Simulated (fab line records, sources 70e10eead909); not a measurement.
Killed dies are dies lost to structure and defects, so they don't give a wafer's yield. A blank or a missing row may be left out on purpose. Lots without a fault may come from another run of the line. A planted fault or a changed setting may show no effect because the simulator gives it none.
A struck lot beside a sound one | flow nand_harc | 13 steps out of a route of 1159
Sound: wafers L219.3, L219.4, L219.5. Struck: wafers L222.1, L222.3, L222.6. The cause comes at the end.
At each step with rows: each side's tool, then ch and its chambers, then its first start. Under that, the readings that differ: sound wafers | struck wafers | difference of the means | sigmas: that difference in standard deviations of wafers without a fault.
alike: readings whose means differ by less than 2 such deviations, and words and numbers that are the same on both sides. not compared: withheld readings, readings that some wafer has no value for, bounds like >300 that may hide the same value, and numbers for which the record gives no deviation and whose values overlap.
The two part at a step that has a row with sigmas, a row that says differs or no value, or rows on one side only. Numbers that don't overlap but have no deviation are shown without sigmas and don't part them. A reading that every wafer of one side lacks parts them only if that side has two wafers or more.

first, 1 step without rows for these wafers: NHARC_A_ONON_D1_DEP_19 (target thk 1000 nm).
NHARC_A_ONON_D1_THK_MEAS_21: measures by ellipsometry.
  sound on film_metro-02, day 8 12:02; struck on film_metro-01, day 8 20:38
  reading     | sound       | struck         | difference | sigmas
  thk_nm (nm) | 993 993 994 | 1015 1018 1016 | +23        | +2
then, 1 step without rows for these wafers: NHARC_A_ONON_D1_DEP_22 (target thk 1000 nm).
NHARC_A_ONON_D1_THK_MEAS_24: measures by ellipsometry.
  sound on film_metro-01, day 8 12:37; struck on film_metro-01, day 8 21:21
  alike: thk_nm
then, 1 step without rows for these wafers: NHARC_A_ONON_D1_DEP_25 (target thk 1000 nm).
NHARC_A_ONON_D1_THK_MEAS_27: measures by ellipsometry.
  sound on film_metro-01, day 8 13:13; struck on film_metro-01, day 8 22:03
  alike: thk_nm
then, 1 step without rows for these wafers: NHARC_A_ONON_D1_DEP_28 (target thk 1000 nm).
NHARC_A_ONON_D1_THK_MEAS_30: measures by ellipsometry.
  sound on film_metro-01, day 8 13:46; struck on film_metro-02, day 8 22:45
  alike: thk_nm
NHARC_A_ONON_D1_DEP_33: deposits SiO2, target thk 200 nm.
  sound on pecvd-04 ch 0,1,2, day 8 13:49; struck on pecvd-04 ch 1,2, day 8 22:49
  alike: heater_power_w, susceptor_temp_C, throttle_valve_pct
NHARC_A_ONON_D1_THK_MEAS_34: measures by ellipsometry.
  sound on film_metro-02, day 8 14:14; struck on film_metro-02, day 8 23:14
  alike: thk_nm
NHARC_A_ONON_D1_INSPECT_32:
  sound on defect_inspect-02, day 8 14:18; struck on defect_inspect-02, day 8 23:17
  alike: raw_defect_count
NHARC_A_CHANNEL_HOLE_D1_DEP_00: deposits aC, target thk 3100 nm.
  sound on acl_dep-01 ch 0, day 8 15:44; struck on acl_dep-03 ch 0, day 9 01:30
  reading              | sound | struck               | difference                   | sigmas
  susceptor_temp_C (C) | - - - | 400.19 400.07 400.29 | no value on the sound wafers |
  alike: throttle_valve_pct
NHARC_A_CHANNEL_HOLE_D1_DEP_01: deposits SiON, target thk 140 nm.
  sound on pecvd-03 ch 0,1,2, day 8 17:04; struck on pecvd-03 ch 0,1, day 9 03:40
  alike: heater_power_w, susceptor_temp_C

WHERE THEY PART
First at NHARC_A_ONON_D1_THK_MEAS_21; last, within this record, at NHARC_A_CHANNEL_HOLE_D1_DEP_00. Later steps at which nothing parts them and some readings are alike: NHARC_A_CHANNEL_HOLE_D1_DEP_01.

WHY: what the simulator had put in
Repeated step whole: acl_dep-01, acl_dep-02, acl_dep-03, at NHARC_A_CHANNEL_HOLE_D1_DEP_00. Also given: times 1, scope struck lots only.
